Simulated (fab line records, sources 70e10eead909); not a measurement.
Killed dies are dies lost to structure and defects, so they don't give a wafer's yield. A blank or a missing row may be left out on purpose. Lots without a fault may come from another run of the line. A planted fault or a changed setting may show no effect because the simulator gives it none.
Which tool did it? | flow nand_harc | 14 lots, 42 wafers sampled, at 5 steps of a route of 1302

WHAT THE GAUGES READ, wafer by wafer
NHARC_A_BLC_INSPECT_12. Usual: raw_defect_count 89, standard deviation 39.
lot  | measured     | on                | raw_defect_count | flag
L419 | day 23 04:54 | defect_inspect-01 | 129 145 144      |
L421 | day 23 09:31 | defect_inspect-01 | 143 154 119      |
L420 | day 23 14:56 | defect_inspect-02 | 51 60 64         |
L423 | day 24 18:06 | defect_inspect-02 | 149 154 184      |
L427 | day 25 15:55 | defect_inspect-01 | 75 82 79         |
L426 | day 25 18:13 | defect_inspect-02 | 70 80 75         |
L422 | day 25 19:29 | defect_inspect-01 | 65 68 60         |
L430 | day 27 02:17 | defect_inspect-02 | 92 92 79         |
L429 | day 27 09:07 | defect_inspect-01 | 104 153 133      |
L432 | day 28 00:01 | defect_inspect-02 | 129 138 110      |
L434 | day 28 16:50 | defect_inspect-02 | 23 21 30         |
L433 | day 28 17:19 | defect_inspect-02 | 141 176 138      |
L437 | day 30 05:02 | defect_inspect-02 | 32 32 22         |
L438 | day 30 22:59 | defect_inspect-02 | 69 81 65         |

NHARC_A_M0_CD_MEAS_09: target cd 80 nm. Usual: cd_nm 80.1 nm, standard deviation 0.71.
lot  | measured     | on        | cd_nm (nm)                    | flag
L419 | day 23 08:43 | cd_sem-03 | 80.5 78.8 80.3                |
L421 | day 23 13:26 | cd_sem-02 | 79.6 80.2 79.3                |
L420 | day 23 18:42 | cd_sem-02 | 80.0 79.6 79.4                |
L423 | day 24 22:01 | cd_sem-03 | 80.5 79.4 78.6                |
L427 | day 25 20:25 | cd_sem-03 | 81.2 80.1 80.4                |
L426 | day 25 22:18 | cd_sem-01 | 79.8 79.7 80.6                |
L422 | day 25 23:25 | cd_sem-03 | 78.8 80.2 79.6                |
L430 | day 27 06:15 | cd_sem-02 | 79.0 80.5 79.6                |
L429 | day 27 13:01 | cd_sem-01 | 80.6 81.0 80.9                |
L432 | day 28 03:49 | cd_sem-01 | 79.1 80.5 80.3                |
L434 | day 28 21:10 | cd_sem-02 | 80.1 79.9 80.8                |
L433 | day 28 21:19 | cd_sem-02 | 80.4 79.8 79.7                |
L437 | day 30 08:49 | cd_sem-03 | 89.8 89.5 89.7 89.6 89.4 89.3 | OFF
L438 | day 31 03:01 | cd_sem-01 | 87.8 87.2 88.3 87.9 87.2 88.0 | OFF

WHICH TOOL RAN EACH LOT (tool, then ch and the chambers of the sampled wafers, then the start)
lot  | NHARC_A_BLC_STRIP_29               | NHARC_A_BLC_ALD_23                  | NHARC_A_M0_PEB_07
L419 | rie_diel-07 ch 0,1, day 23 06:00   | ald_metal-02 ch 0,1,3, day 23 06:51 | litho_track-01 ch 0, day 23 08:38
L421 | rie_diel-11 ch 1,2,3, day 23 10:37 | ald_metal-03 ch 0,1,2, day 23 11:23 | litho_track-01 ch 0, day 23 13:21
L420 | rie_diel-07 ch 1,3, day 23 16:02   | ald_metal-02 ch 0,1,3, day 23 16:48 | litho_track-04 ch 0, day 23 18:37
L423 | rie_diel-11 ch 0,2,3, day 24 19:13 | ald_metal-01 ch 0,1,2, day 24 19:59 | litho_track-01 ch 0, day 24 21:56
L427 | rie_diel-11 ch 2,3, day 25 17:01   | ald_metal-03 ch 1,2, day 25 17:47   | litho_track-06 ch 0, day 25 20:20
L426 | rie_diel-07 ch 0,1,2, day 25 19:19 | ald_metal-02 ch 0,2,3, day 25 20:05 | litho_track-06 ch 0, day 25 22:13
L422 | rie_diel-07 ch 0,1,2, day 25 20:35 | ald_metal-01 ch 0,1,3, day 25 21:22 | litho_track-01 ch 0, day 25 23:20
L430 | rie_diel-09 ch 0,1,2, day 27 03:34 | ald_metal-02 ch 2,3, day 27 04:20   | litho_track-01 ch 0, day 27 06:10
L429 | rie_diel-07 ch 1,2,3, day 27 10:13 | ald_metal-01 ch 0,1,2, day 27 10:59 | litho_track-04 ch 0, day 27 12:56
L432 | rie_diel-11 ch 0,3, day 28 01:08   | ald_metal-02 ch 0,1,2, day 28 01:57 | litho_track-04 ch 0, day 28 03:44
L434 | rie_diel-11 ch 0,3, day 28 18:22   | ald_metal-01 ch 0,2, day 28 19:09   | litho_track-06 ch 0, day 28 21:05
L433 | rie_diel-07 ch 0,1,2, day 28 18:28 | ald_metal-03 ch 1,2,3, day 28 19:17 | litho_track-01 ch 0, day 28 21:14
L437 | rie_diel-11 ch 0,1,2, day 30 06:10 | ald_metal-01 ch 0,3, day 30 06:55   | litho_track-01 ch 0, day 30 08:44
L438 | rie_diel-07 ch 0,1,3, day 31 00:19 | ald_metal-03 ch 0,1, day 31 01:05   | litho_track-01 ch 0, day 31 02:55
- NHARC_A_BLC_STRIP_29: strips in CF4.
- NHARC_A_BLC_ALD_23: deposits TiN, target thk 3 nm, pulse time 1 s, ald cycles 150.
- NHARC_A_M0_PEB_07: peb time 65 s.

WHAT THE TOOLS THEMSELVES READ (means of the sampled wafers that have a number; where no wafer has one, the mark that the record gives instead)
NHARC_A_BLC_STRIP_29. Usual: drypump_motor_current_A 5.90 A, standard deviation 0.29; oes_product_au 1.006 a.u., standard deviation 0.0093; rf_vpp_V 59.3 V, standard deviation 0.77; showerhead_plenum_p_Torr 1.72 Torr, standard deviation 0.039; throttle_valve_pct 13.282 %, standard deviation 0.0085.
lot  | tool        | drypump_motor_current_A (A) | oes_product_au (a.u.) | rf_vpp_V (V) | showerhead_plenum_p_Torr (Torr) | throttle_valve_pct (%) | flag
L419 | rie_diel-07 | 5.71                        | 0.985                 | 59.3         | 1.70                            | 13.284                 |
L421 | rie_diel-11 | 5.76                        | 1.010                 | 60.1         | 1.73                            | 13.278                 |
L420 | rie_diel-07 | 6.00                        | 0.997                 | 58.9         | 1.74                            | 13.285                 |
L423 | rie_diel-11 | 5.79                        | 1.013                 | 59.3         | 1.72                            | 13.283                 |
L427 | rie_diel-11 | 5.70                        | 1.012                 | 59.1         | 1.74                            | 13.285                 |
L426 | rie_diel-07 | 5.85                        | 0.997                 | 59.6         | 1.70                            | 13.279                 |
L422 | rie_diel-07 | 5.84                        | 1.002                 | 59.1         | 1.70                            | 13.284                 |
L430 | rie_diel-09 | 6.19                        | 1.012                 | 59.4         | 1.73                            | 13.284                 |
L429 | rie_diel-07 | 6.09                        | 1.002                 | 59.4         | 1.74                            | 13.276                 |
L432 | rie_diel-11 | 5.82                        | 1.016                 | 58.9         | 1.72                            | 13.283                 |
L434 | rie_diel-11 | 5.96                        | 1.011                 | 58.7         | 1.70                            | 13.281                 |
L433 | rie_diel-07 | 5.84                        | 1.012                 | 59.0         | 1.70                            | 13.291                 |
L437 | rie_diel-11 | 5.88                        | 1.008                 | 59.4         | 1.71                            | 13.277                 |
L438 | rie_diel-07 | 5.79                        | 1.001                 | 58.9         | 1.71                            | 13.284                 |

NHARC_A_BLC_ALD_23. Usual: heater_power_w 1048 W, standard deviation 120; precursor_pulse_height_rel 1.000, standard deviation 0.02.
lot  | tool         | heater_power_w (W) | precursor_pulse_height_rel | flag
L419 | ald_metal-02 | 1059               | 0.967                      |
L421 | ald_metal-03 | 1162               | 1.009                      |
L420 | ald_metal-02 | 1067               | 0.999                      |
L423 | ald_metal-01 | 1007               | 0.987                      |
L427 | ald_metal-03 | 1114               | 0.998                      |
L426 | ald_metal-02 | 997                | 1.008                      |
L422 | ald_metal-01 | 979                | 1.012                      |
L430 | ald_metal-02 | 916                | 0.993                      |
L429 | ald_metal-01 | 1003               | 0.981                      |
L432 | ald_metal-02 | 1166               | 1.003                      |
L434 | ald_metal-01 | 1043               | 1.000                      |
L433 | ald_metal-03 | 1110               | 1.002                      |
L437 | ald_metal-01 | 978                | 1.005                      |
L438 | ald_metal-03 | 1146               | 1.009                      |

NHARC_A_M0_PEB_07. Usual: exhaust_pa 45.4 Pa, standard deviation 1; heater_power_total_W 156.6 W, standard deviation 0.42; plate_temp_C 99.99 C, standard deviation 0.13.
lot  | tool           | exhaust_pa (Pa) | heater_power_total_W (W) | plate_temp_C (C) | flag
L419 | litho_track-01 | 46.1            | 156.5                    | 100.15           |
L421 | litho_track-01 | 45.3            | 156.4                    | 99.93            |
L420 | litho_track-04 | 46.2            | 156.4                    | 100.08           |
L423 | litho_track-01 | 45.6            | 156.6                    | 99.94            |
L427 | litho_track-06 | 45.9            | 156.5                    | 100.09           |
L426 | litho_track-06 | 45.4            | 156.4                    | 99.84            |
L422 | litho_track-01 | 44.8            | 156.4                    | 100.02           |
L430 | litho_track-01 | 45.8            | 156.9                    | 100.00           |
L429 | litho_track-04 | 46.9            | 156.8                    | 99.97            |
L432 | litho_track-04 | 44.8            | 156.2                    | 100.14           |
L434 | litho_track-06 | 46.3            | 156.6                    | 99.96            |
L433 | litho_track-01 | 43.2            | 156.8                    | 100.08           |
L437 | litho_track-01 | 44.8            | 162.6                    | 102.72           | OFF
L438 | litho_track-01 | 45.4            | 163.1                    | 102.97           | OFF

THE ANSWER, worked out from the rows above alone
Rule: a lot is off if the mean of its wafers that have a number lies more than 3 standard deviations from the usual mean. A lot without any number at a reading at which 4 lots or more have one is off too. The other lots that the step has rows for count as sound. The gauges are gone through in route order, then the tools' own readings, and for those a lot's mean is taken as printed above. The first step at which some lot is off is used, and at that step the reading that is off furthest; a lot without a number counts as furthest.
Off: L437, L438, at NHARC_A_M0_CD_MEAS_09 (cd_nm).
A tool fits if, at a process step before that reading, it ran every lot that is off, and no sound lot after the first of them. The gauges at NHARC_A_M0_CD_MEAS_09 aren't tried: what is off there is off at NHARC_A_M0_PEB_07 too, on other tools, and a gauge's error can't cause that. One fits: litho_track-01 at NHARC_A_M0_PEB_07. Its last sound lot is L433 (day 28 21:14), its first lot that is off L437 (day 30 08:44): a fault that began between those two fits.
The tool's own readings at NHARC_A_M0_PEB_07 bear it out: on the lots that are off they differ by more than 5 times the standard deviation of the sound lots' means. heater_power_total_W reads 162.8 W there against 156.5 W on the sound lots; plate_temp_C reads 102.84 C there against 100.02 C on the sound lots.

WHAT THE SIMULATOR HAD PUT IN
Process parameter drift: litho_track-01, from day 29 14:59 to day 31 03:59, at NHARC_A_M0_PEB_07. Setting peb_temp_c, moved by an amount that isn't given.
Lots struck among those shown: L437, L438. The rule above found the same.
